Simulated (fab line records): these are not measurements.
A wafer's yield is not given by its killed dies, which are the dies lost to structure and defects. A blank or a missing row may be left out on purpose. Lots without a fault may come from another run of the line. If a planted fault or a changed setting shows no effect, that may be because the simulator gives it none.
Which of the tools did it? | flow n5Finfet | 10 lots (28 wafers sampled), 1 step of a 1938-step route

## WHAT THE GAUGES SHOWED, per wafer
N5_SD_EPI_N_EPI_MEAS_23.
lot  | measured    | on           | thkNm (nm)
L726 | day 3 15:37 | filmMetro-01 | 58.4 56.5 59.2
L728 | day 3 23:32 | filmMetro-01 | 57.4 59.3 59.9
L729 | day 4 03:53 | filmMetro-01 | 59.2 55.9 58.4
L730 | day 4 11:50 | filmMetro-02 | 57.6 58.1 58.3
L731 | day 5 03:28 | filmMetro-01 | 57.2 56.5 59.7
L734 | day 5 13:14 | filmMetro-02 | 59.7 59.6 60.5
L737 | day 6 07:25 | filmMetro-01 | 59.2 59.7 59.5
L745 | day 8 04:34 | filmMetro-01 | 59.3 58.8
L746 | day 8 09:54 | filmMetro-01 | 59.7 57.5
L747 | day 8 18:23 | filmMetro-01 | 57.3 59.5 58.1

## TOOL THAT RAN EACH LOT (tool first, then ch and the chambers of the sampled wafers, then the start)
The record holds no process step before these readings.

## THE ANSWER, worked out from the rows above alone
Rule: the usual values come from the lots themselves. Put in order of their means at a reading, lots are off if they are a third of the lots or fewer, leave a main group of 4 or more, and stand apart from it by a gap of 3 or more times the standard deviation of the main group's means; of several such gaps the widest counts. The tables above print the reading to a certain number of digits; a main group whose means all agree to those digits is not used. Also off: a lot with no number at a reading for which 4 or more lots have one. Where the step has rows for the other lots, those lots are counted as sound.
Across all readings shown, no lot is off: no conclusion can be drawn from this.

## WHAT THE SIMULATOR HAD INSERTED
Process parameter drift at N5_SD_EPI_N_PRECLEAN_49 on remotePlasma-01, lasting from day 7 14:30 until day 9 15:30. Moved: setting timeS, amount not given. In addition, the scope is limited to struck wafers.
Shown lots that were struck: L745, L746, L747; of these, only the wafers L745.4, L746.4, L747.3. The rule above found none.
